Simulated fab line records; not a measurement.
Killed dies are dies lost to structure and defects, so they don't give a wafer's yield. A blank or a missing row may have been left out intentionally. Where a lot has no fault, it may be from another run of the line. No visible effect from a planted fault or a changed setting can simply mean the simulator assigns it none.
fab line records | flow n5_finfet
record lots=7 | wafers=39
route steps=1938 shown FIN_CUT@169 DUMMY_GATE@228 GATE_CUT@469
start_h: the number of hours between the record's first day and the start of the first shown wafer of the lot | wait_h: hours since the lot's step before | " the same as in the row above | L1.1+2: a single row standing in for several wafers | - either no value or no given start | * or withheld: withheld | < > ~ a bound
route shown NAME@n: names a module that has steps shown in the file, with the first one's number in the route | usual: mean and standard deviation over wafers with no fault | same: alike in all rows | chamber/n: place in a boat | sites: readings site by site | _std_site: standard deviation across them | _edge_site: mean of outer sites minus mean of inner sites | radius_mm: for every site, how far away it sits from the centre of the wafer | mask NAME#n: copy n | behind: the tool/chamber that last shaped the wafer | hold: what put the lot on hold/how long, in hours/how the hold closed | device: the n, p or np transistor that did not switch | end of line: the tests these same wafers got at the end of their route | where a step has no rows: the recipe by itself | killed: not the wafer's yield, but the dies lost to structure and defects at the first sort | map: per-die view of a wafer (x killed, . not killed, _ where there is no die)
set.NAME: the setting the step ran with; set.NAME@STEP: the setting that earlier step ran with | model.NAME: the simulator's own value behind a step, which no gauge read
lots whose settings were changed on purpose; a table a step, a row a wafer
## steps
# step N5_FIN_CUT_ETCH_21
# recipe chemistry=N2/H2 | target=SOC | target_depth_a=2190 | overetch_a=438 | mask_material=SiARC | temp_c=40 | ion_energy_ev=100 | bias_w=61 | time_s=523.5 | pressure_mtorr=30 | source_w=850 | n2_flow_sccm=200 | h2_flow_sccm=200
# usual rf_vpp_V=241.3/1.3
lot.wafer | tool        | chamber | start_h | wait_h | set.bias_w | rf_vpp_V | model.SiARC_of_FIN_CUT_COAT_19.thk_nm
L078.1    | rie_diel-02 | 1       | 56.42   | 0.0    | 61         | 240.0    | 11.8
L078.2    | "           | 0       | "       | "      | 61         | 241.1    | 11.8
L078.3    | "           | 2       | "       | "      | 61         | 241.0    | 12.2
L078.4    | "           | 3       | "       | "      | 61         | 238.8    | 12
L078.5    | "           | 0       | "       | "      | 61         | 241.8    | 12
L078.6    | "           | 3       | "       | "      | 61         | 238.8    | 12
L082.1    | rie_diel-03 | 3       | 76.07   | 0.0    | 56.53      | 231.9    | 12.4
L082.2    | "           | 0       | "       | "      | 61         | 241.5    | 12
L082.3    | "           | 2       | "       | "      | 61         | 242.3    | 12
L082.4    | "           | 1       | "       | "      | 56.53      | 229.7    | 12.4
L082.5    | "           | 2       | "       | "      | 61         | 240.8    | 12.2
L082.6    | "           | 1       | "       | "      | 56.53      | 228.4    | 12.6
L084.4    | rie_diel-02 | 0       | 87.70   | 0.2    | 61         | 240.7    | 11.8
L084.5    | "           | 3       | "       | "      | 61         | 243.4    | 11.6
L084.6    | "           | 1       | "       | "      | 61         | 239.0    | 11.6
L086.1    | rie_diel-04 | 3       | 101.12  | 0.0    | 51.96      | 216.6    | 12.6
L086.2    | "           | 1       | "       | "      | 61         | 242.2    | 12
L086.3    | "           | 2       | "       | "      | 61         | 242.4    | 11.8
L086.4    | "           | 0       | "       | "      | 61         | 239.7    | 12
L086.5    | "           | 2       | "       | "      | 51.96      | 217.4    | 12.6
L086.6    | "           | 1       | "       | "      | 51.96      | 218.2    | 12.8
L088.1    | rie_diel-02 | 1       | 111.66  | 0.0    | 64.21      | 248.6    | 11.4
L088.2    | "           | 0       | "       | "      | 61         | 240.3    | 11.8
L088.3    | "           | 3       | "       | "      | 64.21      | 251.3    | 11.4
L088.4    | "           | 2       | "       | "      | 61         | 241.4    | 11.8
L088.5    | "           | 0       | "       | "      | 61         | 241.5    | 11.8
L088.6    | "           | 3       | "       | "      | 64.21      | 251.4    | 11.4
L090.1    | rie_diel-04 | 0       | 125.35  | 0.0    | 66.21      | 254.2    | 11.6
L090.2    | "           | 3       | "       | "      | 66.21      | 255.4    | 11.4
L090.3    | "           | 2       | "       | "      | 66.21      | 255.3    | 11.4
L090.4    | "           | 1       | "       | "      | 61         | 242.0    | 12.2
L090.5    | "           | 2       | "       | "      | 61         | 240.8    | 11.8
L090.6    | "           | 3       | "       | "      | 61         | 239.2    | 11.6
L096.1    | rie_diel-02 | 3       | 159.41  | 0.0    | 61         | 243.2    | 11.8
L096.2    | "           | 1       | "       | "      | 61         | 240.8    | 11.8
L096.3    | "           | 2       | "       | "      | 61         | 240.5    | 11.8
L096.4    | "           | 0       | "       | "      | 61         | 240.8    | 11.8
L096.5    | "           | 3       | "       | "      | 61         | 243.1    | 11.6
L096.6    | "           | 2       | "       | "      | 61         | 241.3    | 11.8
# step N5_DUMMY_GATE_EXPOSE_12
# recipe mask_id=GATE | na=0.33 | source_shape=annular | sigma_inner=0.2 | sigma_outer=0.6 | polarization=unpolarized | target_cd_nm=25 | dose_mj=34
lot.wafer        | tool           | chamber | start_h | wait_h | mask   | set.dose_mj
L078.1+2+6       | euv_scanner-01 | 0       | 76.80   | -      | GATE#0 | 36.51
L078.3+4+5       | "              | 0       | "       | "      | GATE#0 | 34
L082.1+2+3+4+5+6 | euv_scanner-01 | 0       | 94.70   | -      | GATE#0 | 34
L084.4+5+6       | euv_scanner-01 | 0       | 106.26  | -      | GATE#0 | 34
L086.1+4+6       | euv_scanner-02 | 0       | 119.15  | -      | GATE#0 | 34
L086.2+3+5       | "              | 0       | "       | "      | GATE#0 | 32.35
L088.1+2+4       | euv_scanner-01 | 0       | 130.11  | -      | GATE#0 | 34
L088.3+5+6       | "              | 0       | "       | "      | GATE#0 | 36.58
L090.1+2+6       | euv_scanner-01 | 0       | 151.67  | -      | GATE#0 | 33.09
L090.3+4+5       | "              | 0       | "       | "      | GATE#0 | 34
L096.1+2+5       | euv_scanner-02 | 0       | 180.73  | -      | GATE#0 | 34
L096.3+4+6       | "              | 0       | "       | "      | GATE#0 | 35.13
# step N5_DUMMY_GATE_PEB_13
# recipe peb_temp_c=100 | peb_time_s=60 | resist=CAR-EUV
# step N5_DUMMY_GATE_DEVELOP_14
# recipe develop_time_s=30 | developer=TMAH | resist=CAR-EUV | rinse_liquid=surfactant_rinse | dry=air_spin | dev_temp_c=23
# step N5_DUMMY_GATE_CD_MEAS_15
# recipe target_cd_nm=25.8 | landing_energy_ev=500 | detector=se_inlens
# usual cd_nm=25.07/0.25
lot.wafer | tool      | chamber | start_h | wait_h | set.dose_mj@DUMMY_GATE_EXPOSE_12 | cd_nm
L078.1    | cd_sem-03 | 0       | 76.93   | -      | 36.51                            | 23.73
L078.2    | "         | 0       | "       | "      | 36.51                            | 24.08
L078.3    | "         | 0       | "       | "      | 34                               | 24.95
L078.4    | "         | 0       | "       | "      | 34                               | 24.87
L078.5    | "         | 0       | "       | "      | 34                               | 25.43
L078.6    | "         | 0       | "       | "      | 36.51                            | 24.13
L082.1    | cd_sem-01 | 0       | 94.83   | -      | 34                               | 25.54
L082.2    | "         | 0       | "       | "      | 34                               | 25.03
L082.3    | "         | 0       | "       | "      | 34                               | 24.84
L082.4    | "         | 0       | "       | "      | 34                               | 24.98
L082.5    | "         | 0       | "       | "      | 34                               | 25.02
L082.6    | "         | 0       | "       | "      | 34                               | 25.16
L084.4    | cd_sem-01 | 0       | 106.38  | -      | 34                               | 25.00
L084.5    | "         | 0       | "       | "      | 34                               | 25.19
L084.6    | "         | 0       | "       | "      | 34                               | 24.76
L086.1    | cd_sem-02 | 0       | 119.27  | -      | 34                               | 25.09
L086.2    | "         | 0       | "       | "      | 32.35                            | 26.33
L086.3    | "         | 0       | "       | "      | 32.35                            | 26.06
L086.4    | "         | 0       | "       | "      | 34                               | 25.05
L086.5    | "         | 0       | "       | "      | 32.35                            | 25.84
L086.6    | "         | 0       | "       | "      | 34                               | 24.95
L088.1    | cd_sem-02 | 0       | 130.24  | -      | 34                               | 24.84
L088.2    | "         | 0       | "       | "      | 34                               | 24.69
L088.3    | "         | 0       | "       | "      | 36.58                            | 23.56
L088.4    | "         | 0       | "       | "      | 34                               | 25.19
L088.5    | "         | 0       | "       | "      | 36.58                            | 23.57
L088.6    | "         | 0       | "       | "      | 36.58                            | 23.82
L090.1    | cd_sem-02 | 0       | 151.80  | -      | 33.09                            | 25.58
L090.2    | "         | 0       | "       | "      | 33.09                            | 24.93
L090.3    | "         | 0       | "       | "      | 34                               | 24.71
L090.4    | "         | 0       | "       | "      | 34                               | 25.06
L090.5    | "         | 0       | "       | "      | 34                               | 24.75
L090.6    | "         | 0       | "       | "      | 33.09                            | 25.45
L096.1    | cd_sem-03 | 0       | 180.86  | -      | 34                               | 25.07
L096.2    | "         | 0       | "       | "      | 34                               | 25.63
L096.3    | "         | 0       | "       | "      | 35.13                            | 24.63
L096.4    | "         | 0       | "       | "      | 35.13                            | 25.06
L096.5    | "         | 0       | "       | "      | 34                               | 25.47
L096.6    | "         | 0       | "       | "      | 35.13                            | 24.71
# step N5_DUMMY_GATE_STRIP_38
# recipe chemistry=N2/H2 | temp_c=40 | n2_flow_sccm=200 | h2_flow_sccm=200 | rf_frequency_hz=6e+07
# step N5_DUMMY_GATE_STRIP_39
# recipe chemistry=N2/H2 | temp_c=40 | n2_flow_sccm=200 | h2_flow_sccm=200 | rf_frequency_hz=6e+07
# step N5_DUMMY_GATE_TRIM_49
# recipe chemistry=O2 | resist=SOC | time_s=29 | target_cd_nm=14 | source_power_w=300 | bias_power_w=0 | O2_flow_sccm=100 | temp_c=20
lot.wafer  | tool      | chamber | start_h | wait_h | set.dose_mj@DUMMY_GATE_EXPOSE_12 | model.DUMMY_GATE.cd_nm
L078.1+2   | rie_si-02 | 3,2     | 77.29   | 0.0    | 36.51                            | 13
L078.3     | "         | 0       | "       | "      | 34                               | 14.6
L078.4     | "         | 1       | "       | "      | 34                               | 14
L078.5     | "         | 0       | "       | "      | 34                               | 14.8
L078.6     | "         | 3       | "       | "      | 36.51                            | 12.6
L082.1     | rie_si-02 | 0       | 95.19   | 0.0    | 34                               | 14.2
L082.2+5   | "         | 3       | "       | "      | 34                               | 13.8
L082.3+4+6 | "         | 2,1,0   | "       | "      | 34                               | 14
L084.4     | rie_si-05 | 1       | 106.73  | 0.0    | 34                               | 13.8
L084.5     | "         | 1       | "       | "      | 34                               | 14.6
L084.6     | "         | 0       | "       | "      | 34                               | 14.4
L086.1     | rie_si-02 | 2       | 119.63  | 0.0    | 34                               | 14.2
L086.2+5   | "         | 1,0     | "       | "      | 32.35                            | 15
L086.3     | "         | 3       | "       | "      | 32.35                            | 14.6
L086.4     | "         | 0       | "       | "      | 34                               | 14.4
L086.6     | "         | 3       | "       | "      | 34                               | 14
L088.1+4   | rie_si-03 | 0,1     | 130.59  | 0.0    | 34                               | 14.4
L088.2     | "         | 2       | "       | "      | 34                               | 14
L088.3+6   | "         | 3,1     | "       | "      | 36.58                            | 12.8
L088.5     | "         | 0       | "       | "      | 36.58                            | 13
L090.1     | rie_si-02 | 1       | 152.16  | 0.0    | 33.09                            | 14.4
L090.2     | "         | 0       | "       | "      | 33.09                            | 14.8
L090.3+4   | "         | 3,1     | "       | "      | 34                               | 14
L090.5     | "         | 0       | "       | "      | 34                               | 14.4
L090.6     | "         | 3       | "       | "      | 33.09                            | 14.6
L096.1+5   | rie_si-03 | 1,0     | 181.45  | 0.0    | 34                               | 14.4
L096.2     | "         | 0       | "       | "      | 34                               | 14.6
L096.3+6   | "         | 3,1     | "       | "      | 35.13                            | 13.8
L096.4     | "         | 2       | "       | "      | 35.13                            | 13.4
# step N5_DUMMY_GATE_STRIP_40
# recipe chemistry=CF4 | resist=SiARC | power_w=300 | bias_power_w=75 | pressure_mtorr=50 | cf4_flow_sccm=150 | rf_frequency_hz=6e+07
# step N5_DUMMY_GATE_CD_MEAS_50
# recipe target_cd_nm=14
# usual cd_nm=14.2/0.33
lot.wafer | tool      | chamber | start_h | wait_h | set.dose_mj@DUMMY_GATE_EXPOSE_12 | cd_nm
L078.1    | cd_sem-02 | -       | 77.43   | 0.0    | 36.51                            | 12.9
L078.2    | "         | -       | "       | "      | 36.51                            | 12.8
L078.3    | "         | -       | "       | "      | 34                               | 15.1
L078.4    | "         | -       | "       | "      | 34                               | 13.8
L078.5    | "         | -       | "       | "      | 34                               | 15.0
L078.6    | "         | -       | "       | "      | 36.51                            | 12.4
L082.1    | cd_sem-01 | -       | 95.33   | 0.0    | 34                               | 14.5
L082.2    | "         | -       | "       | "      | 34                               | 14.0
L082.3    | "         | -       | "       | "      | 34                               | 13.9
L082.4    | "         | -       | "       | "      | 34                               | 13.9
L082.5    | "         | -       | "       | "      | 34                               | 14.0
L082.6    | "         | -       | "       | "      | 34                               | 14.3
L084.4    | cd_sem-01 | -       | 106.88  | 0.0    | 34                               | 13.9
L084.5    | "         | -       | "       | "      | 34                               | 14.4
L084.6    | "         | -       | "       | "      | 34                               | 14.4
L086.1    | cd_sem-03 | -       | 119.78  | 0.0    | 34                               | 14.2
L086.2    | "         | -       | "       | "      | 32.35                            | 14.9
L086.3    | "         | -       | "       | "      | 32.35                            | 15.2
L086.4    | "         | -       | "       | "      | 34                               | 14.5
L086.5    | "         | -       | "       | "      | 32.35                            | 15.3
L086.6    | "         | -       | "       | "      | 34                               | 14.1
L088.1    | cd_sem-01 | -       | 130.74  | 0.0    | 34                               | 14.1
L088.2    | "         | -       | "       | "      | 34                               | 14.1
L088.3    | "         | -       | "       | "      | 36.58                            | 12.3
L088.4    | "         | -       | "       | "      | 34                               | 14.4
L088.5    | "         | -       | "       | "      | 36.58                            | 13.3
L088.6    | "         | -       | "       | "      | 36.58                            | 13.1
L090.1    | cd_sem-01 | -       | 152.34  | 0.0    | 33.09                            | 14.8
L090.2    | "         | -       | "       | "      | 33.09                            | 14.7
L090.3    | "         | -       | "       | "      | 34                               | 14.6
L090.4    | "         | -       | "       | "      | 34                               | 14.1
L090.5    | "         | -       | "       | "      | 34                               | 14.4
L090.6    | "         | -       | "       | "      | 33.09                            | 14.6
L096.1    | cd_sem-03 | -       | 181.60  | 0.0    | 34                               | 14.6
L096.2    | "         | -       | "       | "      | 34                               | 14.6
L096.3    | "         | -       | "       | "      | 35.13                            | 13.5
L096.4    | "         | -       | "       | "      | 35.13                            | 13.3
L096.5    | "         | -       | "       | "      | 34                               | 14.4
L096.6    | "         | -       | "       | "      | 35.13                            | 13.7
# step N5_DUMMY_GATE_ETCH_32
# recipe chemistry=CF4 | target=SiO2 | target_depth_a=35 | time_s=3.9 | ion_energy_ev=350 | pressure_mtorr=10 | icp_w=800 | bias_w=400 | cf4_flow_sccm=80
lot.wafer | tool      | chamber | start_h | wait_h | set.time_s | model.etch.depth_nm
L078.1    | rie_si-03 | 2       | 77.80   | 0.1    | 3.9        | 3.58
L078.2    | "         | 0       | "       | "      | 3.9        | 3.459
L078.3    | "         | 1       | "       | "      | 4.594      | 4.21
L078.4    | "         | 3       | "       | "      | 3.9        | 3.418
L078.5    | "         | 0       | "       | "      | 4.594      | 4.109
L078.6    | "         | 1       | "       | "      | 4.594      | 4.207
L082.1    | rie_si-03 | 0       | 95.63   | 0.1    | 3.9        | 3.421
L082.2    | "         | 1       | "       | "      | 4.419      | 3.978
L082.3    | "         | 3       | "       | "      | 3.9        | 3.395
L082.4    | "         | 2       | "       | "      | 3.9        | 3.525
L082.5    | "         | 0       | "       | "      | 4.419      | 3.898
L082.6    | "         | 1       | "       | "      | 4.419      | 4.012
L084.4    | rie_si-03 | 0       | 107.17  | 0.1    | 3.9        | 3.465
L084.5    | "         | 3       | "       | "      | 3.9        | 3.413
L084.6    | "         | 0       | "       | "      | 3.9        | 3.487
L086.1    | rie_si-03 | 0       | 120.08  | 0.1    | 3.9        | 3.438
L086.2    | "         | 3       | "       | "      | 3.364      | 2.945
L086.3    | "         | 2       | "       | "      | 3.9        | 3.575
L086.4    | "         | 1       | "       | "      | 3.364      | 3.044
L086.5    | "         | 1       | "       | "      | 3.364      | 3.061
L086.6    | "         | 2       | "       | "      | 3.9        | 3.566
L088.1    | rie_si-05 | 1       | 131.04  | 0.1    | 3.9        | 3.47
L088.2    | "         | 2       | "       | "      | 4.552      | 4.073
L088.3    | "         | 0       | "       | "      | 4.552      | 4.046
L088.4    | "         | 3       | "       | "      | 4.552      | 4.052
L088.5    | "         | 2       | "       | "      | 3.9        | 3.474
L088.6    | "         | 3       | "       | "      | 3.9        | 3.484
L090.1    | rie_si-05 | 2       | 152.64  | 0.1    | 4.449      | 3.979
L090.2    | "         | 1       | "       | "      | 3.9        | 3.459
L090.3    | "         | 3       | "       | "      | 4.449      | 3.951
L090.4    | "         | 0       | "       | "      | 3.9        | 3.45
L090.5    | "         | 0       | "       | "      | 4.449      | 3.99
L090.6    | "         | 3       | "       | "      | 3.9        | 3.455
L096.1    | rie_si-03 | 3       | 181.89  | 0.1    | 4.708      | 4.031
L096.2    | "         | 0       | "       | "      | 3.9        | 3.412
L096.3    | "         | 2       | "       | "      | 4.708      | 4.236
L096.4    | "         | 1       | "       | "      | 3.9        | 3.484
L096.5    | "         | 0       | "       | "      | 3.9        | 3.402
L096.6    | "         | 1       | "       | "      | 4.708      | 4.198
# step N5_GATE_CUT_ETCH_58
# recipe chemistry=CH3F/O2 | target=SiNx | target_depth_a=170 | time_s=128.6 | ion_energy_ev=50 | pressure_mtorr=30 | source_w=415 | bias_w=21 | Ar_flow_sccm=150 | CH3F_flow_sccm=30 | O2_flow_sccm=20
lot.wafer | tool        | chamber | start_h | wait_h | set.time_s | model.etch.depth_nm | model.SiNx_of_SDB_ALD_29.thk_nm
L078.1    | rie_diel-03 | 0       | 111.99  | 0.1    | 108.6      | 14.04               | 25
L078.2    | "           | 2       | "       | "      | 128.6      | 16.6                | 24.6
L078.3    | "           | 1       | "       | "      | 108.6      | 14.16               | 25
L078.4    | "           | 3       | "       | "      | 128.6      | 16.82               | 24.4
L078.5    | "           | 0       | "       | "      | 108.6      | 14.05               | 24.8
L078.6    | "           | 1       | "       | "      | 128.6      | 16.63               | 24.4
L082.1    | rie_diel-02 | 3       | 131.74  | 0.1    | 128.6      | 17.21               | 24.4
L082.2    | "           | 0       | "       | "      | 141.5      | 18.66               | 24.2
L082.3    | "           | 1       | "       | "      | 141.5      | 18.91               | 24.2
L082.4    | "           | 2       | "       | "      | 128.6      | 17.46               | 24.4
L082.5    | "           | 0       | "       | "      | 128.6      | 16.84               | 24.4
L082.6    | "           | 3       | "       | "      | 141.5      | 19.03               | 24.2
L084.4    | rie_diel-02 | 0       | 140.83  | 0.0    | 128.6      | 17.09               | 24.4
L084.5    | "           | 1       | "       | "      | 128.6      | 17.42               | 24.6
L084.6    | "           | 0       | "       | "      | 128.6      | 17.21               | 24.6
L086.1    | rie_diel-03 | 2       | 153.79  | 0.3    | 136.6      | 17.76               | 24.4
L086.2    | "           | 3       | "       | "      | 136.6      | 18.05               | 24.2
L086.3    | "           | 1       | "       | "      | 128.6      | 16.5                | 24.6
L086.4    | "           | 0       | "       | "      | 136.6      | 17.6                | 24.4
L086.5    | "           | 2       | "       | "      | 128.6      | 16.54               | 24.6
L086.6    | "           | 3       | "       | "      | 128.6      | 16.87               | 24.6
L088.1    | rie_diel-02 | 1       | 163.66  | 0.0    | 128.6      | 17.25               | 24.2
L088.2    | "           | 0       | "       | "      | 145.9      | 19.2                | 24.2
L088.3    | "           | 2       | "       | "      | 128.6      | 17.64               | 24.4
L088.4    | "           | 3       | "       | "      | 145.9      | 19.61               | 24
L088.5    | "           | 2       | "       | "      | 128.6      | 17.36               | 24.6
L088.6    | "           | 1       | "       | "      | 145.9      | 19.46               | 24
L090.1    | rie_diel-03 | 0       | 184.03  | 0.1    | 151.7      | 19.79               | 24
L090.2    | "           | 3       | "       | "      | 128.6      | 16.85               | 24.6
L090.3    | "           | 1       | "       | "      | 128.6      | 16.61               | 24.6
L090.4    | "           | 2       | "       | "      | 151.7      | 19.26               | 24.2
L090.5    | "           | 3       | "       | "      | 128.6      | 16.63               | 24.4
L090.6    | "           | 0       | "       | "      | 151.7      | 19.67               | 24
L096.1    | rie_diel-04 | 0       | 214.41  | 0.0    | 109.5      | 14.5                | 24.8
L096.2    | "           | 3       | "       | "      | 109.5      | 15.11               | 24.6
L096.3    | "           | 1       | "       | "      | 128.6      | 16.91               | 24.6
L096.4    | "           | 2       | "       | "      | 109.5      | 14.65               | 25
L096.5    | "           | 2       | "       | "      | 128.6      | 17.18               | 24.4
L096.6    | "           | 3       | "       | "      | 128.6      | 17.84               | 24.4
## key
split step=N5_FIN_CUT_ETCH_21 | setting=bias_w | stated=61 | by=wafer
response step=N5_FIN_CUT_ETCH_21 | reading=rf_vpp_V | change=+1.64 | per=1% | r=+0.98
response step=N5_FIN_CUT_ETCH_21 | reading=model.SiARC_of_FIN_CUT_COAT_19.thk_nm | change=-0.0517 | per=1% | r=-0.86
split step=N5_DUMMY_GATE_EXPOSE_12 | setting=dose_mj | stated=34 | by=wafer
response step=N5_DUMMY_GATE_CD_MEAS_15 | reading=cd_nm | change=-0.169 | per=1% | r=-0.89
response step=N5_DUMMY_GATE_TRIM_49 | reading=model.DUMMY_GATE.cd_nm | change=-0.192 | per=1% | r=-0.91
response step=N5_DUMMY_GATE_CD_MEAS_50 | reading=cd_nm | change=-0.212 | per=1% | r=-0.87
split step=N5_DUMMY_GATE_ETCH_32 | setting=time_s | stated=3.9 | by=wafer
response step=N5_DUMMY_GATE_ETCH_32 | reading=model.etch.depth_nm | change=+0.0366 | per=1% | r=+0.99
split step=N5_GATE_CUT_ETCH_58 | setting=time_s | stated=128.6 | by=wafer
response step=N5_GATE_CUT_ETCH_58 | reading=model.etch.depth_nm | change=+0.164 | per=1% | r=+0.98
response step=N5_GATE_CUT_ETCH_58 | reading=model.SiNx_of_SDB_ALD_29.thk_nm | change=-0.026 | per=1% | r=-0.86
